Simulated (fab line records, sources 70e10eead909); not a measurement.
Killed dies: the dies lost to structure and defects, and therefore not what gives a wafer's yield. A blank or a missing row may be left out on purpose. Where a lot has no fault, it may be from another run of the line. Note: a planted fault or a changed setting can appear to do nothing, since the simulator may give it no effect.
A single fault, viewed from 3 desks / flow nand-harc / each desk holds nothing but its own numbers, with what lay behind them at the end

THE DEFECT DESK
Per lot, the means of the sampled wafers with a number show what the inspections along the route counted. Marked OUT: a lot whose mean sits more than 4 standard deviations from the usual mean, which makes it out of limits; the brackets give that distance.
Columns: A = raw-defect-count at NHARC_P_M1_INSPECT_11, usual 3.9
lot=L290; first seen here=day 7 18:32; A=3.0
lot=L298; first seen here=day 11 04:55; A=3.7
lot=L301; first seen here=day 13 00:43; A=5.3
lot=L304; first seen here=day 14 00:29; A=5.7
lot=L309; first seen here=day 15 16:59; A=3.3
This desk's finding: nothing out of limits on any of the 5 lots.

METROLOGY DESK
Means of the sampled wafers that have a number, per lot and without regard to the tool the lot ran on: this is what the gauges read. Marked OUT: a lot whose mean sits more than 4 standard deviations from the usual mean, which makes it out of limits; the brackets give that distance. Shown here are 7 of its 8 readings, the ones lying furthest out on some lot.
Columns: A = cd-nm at NHARC_P_M1_CD_MEAS_09, usual 130.1 nm; B = overlay-x-nm at NHARC_P_M1_OVL_MEAS_10, usual 0.0 nm; C = overlay-y-nm at NHARC_P_M1_OVL_MEAS_10, usual 0.0 nm; D = thk-nm at NHARC_P_M1_THK_MEAS_24, usual 157.5 nm; E = cd-nm at NHARC_P_M2_CD_MEAS_09, usual 169.7 nm; F = overlay-x-nm at NHARC_P_M2_OVL_MEAS_10, usual -0.2 nm; G = overlay-y-nm at NHARC_P_M2_OVL_MEAS_10, usual 0.1 nm
lot=L290; first seen here=day 7 18:25; A=130.8; B=-0.0; C=0.9; D=154.9; E=170.2; F=1.3; G=-0.1
lot=L298; first seen here=day 11 04:47; A=129.4; B=-0.4; C=0.2; D=156.8; E=169.7; F=0.0; G=0.3
lot=L301; first seen here=day 13 00:35; A=130.7; B=-0.1; C=0.9; D=156.1; E=169.3; F=0.9; G=-1.4
lot=L304; first seen here=day 14 00:22; A=131.3; B=0.6; C=-2.0; D=157.1; E=169.2; F=-0.6; G=-1.2
lot=L309; first seen here=day 15 16:51; A=129.9; B=0.9; C=-0.1; D=156.4; E=169.6; F=-0.3; G=-0.1
This desk's finding: nothing out of limits on any of the 5 lots.

THE TOOL OWNER'S DESK: rie-diel-11
The tool's own readings at NHARC_P_M1_ETCH_15 (etches the open film in C4F8/Ar, target depth 182.5 nm, time 91.2 s): means of the sampled wafers that have a number, for each lot that ran on this tool. Marked OUT: a lot whose mean sits more than 4 standard deviations from the usual mean, which makes it out of limits; the brackets give that distance.
Columns: A = oes-product-au at NHARC_P_M1_ETCH_15, usual 0.960 a.u.; B = rf-vpp-V at NHARC_P_M1_ETCH_15, usual 442.2 V
lot=L298; first seen here=day 11 05:09; A=0.971; B=442.8
lot=L309; first seen here=day 15 17:17; A=0.946; B=441.2
This desk's finding: nothing out of limits on any of the 2 lots.

ALL TOGETHER
No out-of-limits result turned up at the defect desk.
At the metrology desk, nothing out of limits was observed.
The tool owner's desk saw nothing out of limits.

WHAT THE SIMULATOR HAD INSERTED
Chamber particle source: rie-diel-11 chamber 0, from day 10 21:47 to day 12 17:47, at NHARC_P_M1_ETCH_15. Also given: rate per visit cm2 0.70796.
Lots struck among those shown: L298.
